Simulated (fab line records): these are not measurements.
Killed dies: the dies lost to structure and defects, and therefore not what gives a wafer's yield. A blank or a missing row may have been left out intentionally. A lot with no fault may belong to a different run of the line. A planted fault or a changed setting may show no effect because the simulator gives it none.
What tool caused it? -- flow n5 finfet -- 27 wafers from 9 lots sampled at 4 of the route's 1938 steps

== WHAT THE GAUGES READ, wafer by wafer ==
N5_BEOL_M4_RC_MEAS_101.
lot,measured,on,CJ_P
L920,day 7 14:26,prober-02,5.80 5.75 5.96
L922,day 7 20:34,prober-02,5.94 5.81 5.81
L924,day 9 07:53,prober-02,5.90 5.57 5.66
L925,day 9 14:22,prober-02,5.66 5.81 5.79
L934,day 12 09:59,prober-02,5.63 4.23 5.94
L938,day 12 18:44,prober-02,5.62 5.84 5.67
L940,day 13 15:44,prober-02,5.86 5.74 5.87
L941,day 13 20:10,prober-02,5.67 5.87 5.88
L943,day 14 10:47,prober-02,5.62 5.47 5.84

== WHAT TOOL EACH LOT RAN ON (gives the tool, then ch and the chambers of the sampled wafers, and finally the start) ==
lot,N5_PMOS_HMC_CHANNEL_EPI_FIN_RECESS_16,N5_FIN_SAQP_DENSIFY_62,N5_FIN_SAQP_HM_DEP_03
L920,"rie si-05 ch 1,2,3, day 1 18:03","rtp anneal-01 ch 0, day 1 21:38","pecvd-04 ch 0,2, day 1 21:50"
L922,"rie si-03 ch 0,1, day 2 06:02","rtp anneal-01 ch 0, day 2 08:41","pecvd-03 ch 1,2, day 2 08:53"
L924,"rie si-05 ch 1,2,3, day 2 18:25","rtp anneal-02 ch 0, day 2 22:11","pecvd-03 ch 1,2, day 2 22:24"
L925,"rie si-05 ch 1,2,3, day 3 00:23","rtp anneal-01 ch 0, day 3 03:08","pecvd-02 ch 0,1,2, day 3 03:19"
L934,"rie si-04 ch 0,2,3, day 5 06:09","rtp anneal-01 ch 0, day 5 10:17","pecvd-03 ch 0,1, day 5 10:28"
L938,"rie si-03 ch 0,3, day 6 06:16","rtp anneal-01 ch 0, day 6 09:14","pecvd-02 ch 0,2, day 6 09:26"
L940,"rie si-03 ch 0,1,2, day 6 17:47","rtp anneal-02 ch 0, day 6 20:51","pecvd-03 ch 0,1,2, day 6 21:04"
L941,"rie si-05 ch 0,1,2, day 7 00:16","rtp anneal-02 ch 0, day 7 03:16","pecvd-04 ch 1,2, day 7 03:27"
L943,"rie si-05 ch 0,1,3, day 7 12:23","rtp anneal-02 ch 0, day 7 16:49","pecvd-02 ch 0,1, day 7 17:01"
- N5_PMOS_HMC_CHANNEL_EPI_FIN_RECESS_16: chemistry HBr/Cl2, target Si, target depth 54 nm, time 18 s.
- N5_FIN_SAQP_DENSIFY_62: time 60 s.
- N5_FIN_SAQP_HM_DEP_03: deposits SiNx from SiH4/NH3/N2, target thk 38 nm, time 33.6 s.

== THE ANSWER, worked out from the rows above alone ==
Rule: the usual values come from the lots themselves. Put in order of their means at a reading, lots are off if they are a third of the lots or fewer, leave a main group of 4 or more, and stand apart from it by a gap of 3 or more times the standard deviation of the main group's means; of several such gaps the widest counts. A main group whose means are all the same, to the digits that the tables above print for the reading, isn't used. Also off: a lot with no number at a reading for which 4 or more lots have one. Where the step has rows for the other lots, those lots are counted as sound.
Off: L934, at N5_BEOL_M4_RC_MEAS_101 (CJ_P). The main group has a mean of 5.77 with a standard deviation of 0.07.
If a tool, at a process step before that reading, ran all the lots that are off and no sound lot after the first of them, it fits. Those tools and the gauges at N5_BEOL_M4_RC_MEAS_101 are tried in the same way. One fits: N5_PMOS_HMC_CHANNEL_EPI_FIN_RECESS_16 on rie si-04. It ran no sound lot before its first lot that is off in this sample, so the start can't be narrowed down.

== WHAT WAS PUT IN BY THE SIMULATOR ==
rie si-04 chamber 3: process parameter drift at N5_PMOS_HMC_CHANNEL_EPI_FIN_RECESS_16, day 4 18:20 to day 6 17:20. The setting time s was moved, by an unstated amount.
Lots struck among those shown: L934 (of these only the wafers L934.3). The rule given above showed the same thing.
